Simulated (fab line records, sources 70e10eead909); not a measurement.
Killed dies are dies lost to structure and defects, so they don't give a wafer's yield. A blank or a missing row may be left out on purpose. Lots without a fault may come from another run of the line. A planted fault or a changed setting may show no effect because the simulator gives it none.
A struck lot beside a sound one | flow nand_harc | 15 steps out of a route of 1302
Sound: wafers L601.4, L601.5, L601.6. Struck: wafer L604.5. (L604.4, L604.6 of the same lot were not struck and are left out.) The cause comes at the end.
At each step with rows: each side's tool, then ch and its chambers, then its first start. Under that, the readings that differ: sound wafers | struck wafers | difference of the means | sigmas: that difference in standard deviations of wafers without a fault.
alike: readings whose means differ by less than 2 such deviations, and words and numbers that are the same on both sides. not compared: withheld readings, readings that some wafer has no value for, bounds like >300 that may hide the same value, and numbers for which the record gives no deviation and whose values overlap.
The two part at a step that has a row with sigmas, a row that says differs or no value, or rows on one side only. Numbers that don't overlap but have no deviation are shown without sigmas and don't part them. A reading that every wafer of one side lacks parts them only if that side has two wafers or more.

first, 9 steps without rows for these wafers: NHARC_THIN_TSV_PVD_24 (deposits Al, target thk 800 nm); NHARC_THIN_TSV_DEHYDRATE_25 (time 120 s); NHARC_THIN_TSV_HMDS_26 (time 30 s); NHARC_THIN_TSV_COAT_27; NHARC_THIN_TSV_SOFTBAKE_28 (time 95 s); NHARC_THIN_TSV_EBR_29; NHARC_THIN_TSV_EXPOSE_30 (exposes mask PAD); NHARC_THIN_TSV_PEB_31 (peb time 85 s); NHARC_THIN_TSV_DEVELOP_32 (time 70 s).
NHARC_THIN_TSV_CD_MEAS_33: target cd 5000 nm.
  sound on cd_sem-01 ch 0, day 27 03:36; struck on cd_sem-01 ch 0, day 28 02:56
  alike: cd_nm
then, 1 step without rows for these wafers: NHARC_THIN_TSV_HARDBAKE_34 (time 80 s).
NHARC_THIN_TSV_DESCUM_35: chemistry O2, time 3 s.
  sound on rie_diel-01 ch 0,1, day 27 03:46; struck on rie_diel-04 ch 3, day 28 03:08
  alike: drypump_motor_current_A, mfc_ar_sccm, o2_flow_sccm, oes_product_au, rf_vpp_V, showerhead_plenum_p_Torr, throttle_valve_pct
  not compared: rf_hours_counter_h
NHARC_THIN_TSV_ETCH_59: etches the open film in Cl2/BCl3, target depth 880 nm, time 138.1 s.
  sound on rie_metal-01 ch 0,1, day 27 03:57; struck on rie_metal-03 ch 0, day 28 03:20
  reading               | sound             | struck | difference | sigmas
  oes_product_au (a.u.) | 1.000 0.993 1.009 | 0.928  | -0.073     | -8
  alike: drypump_motor_current_A, rf_fwd_power_W, throttle_valve_pct
  not compared: rf_hours_counter_h
NHARC_THIN_TSV_ETCH_36: etches the open film in Cl2/BCl3, target depth 65 nm, time 18.571 s.
  sound on rie_metal-01 ch 0,1, day 27 04:09; struck on rie_metal-03 ch 0, day 28 03:29
  alike: drypump_motor_current_A, oes_product_au
  not compared: rf_hours_counter_h
then, 1 step without rows for these wafers: NHARC_END_SORT_01.

WHERE THEY PART
Only at NHARC_THIN_TSV_ETCH_59, within this record. Later steps at which nothing parts them and some readings are alike: NHARC_THIN_TSV_ETCH_36.

WHY: what the simulator had put in
Process parameter drift: rie_metal-03, from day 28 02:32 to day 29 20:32, at NHARC_THIN_TSV_ETCH_59. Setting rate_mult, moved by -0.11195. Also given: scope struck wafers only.
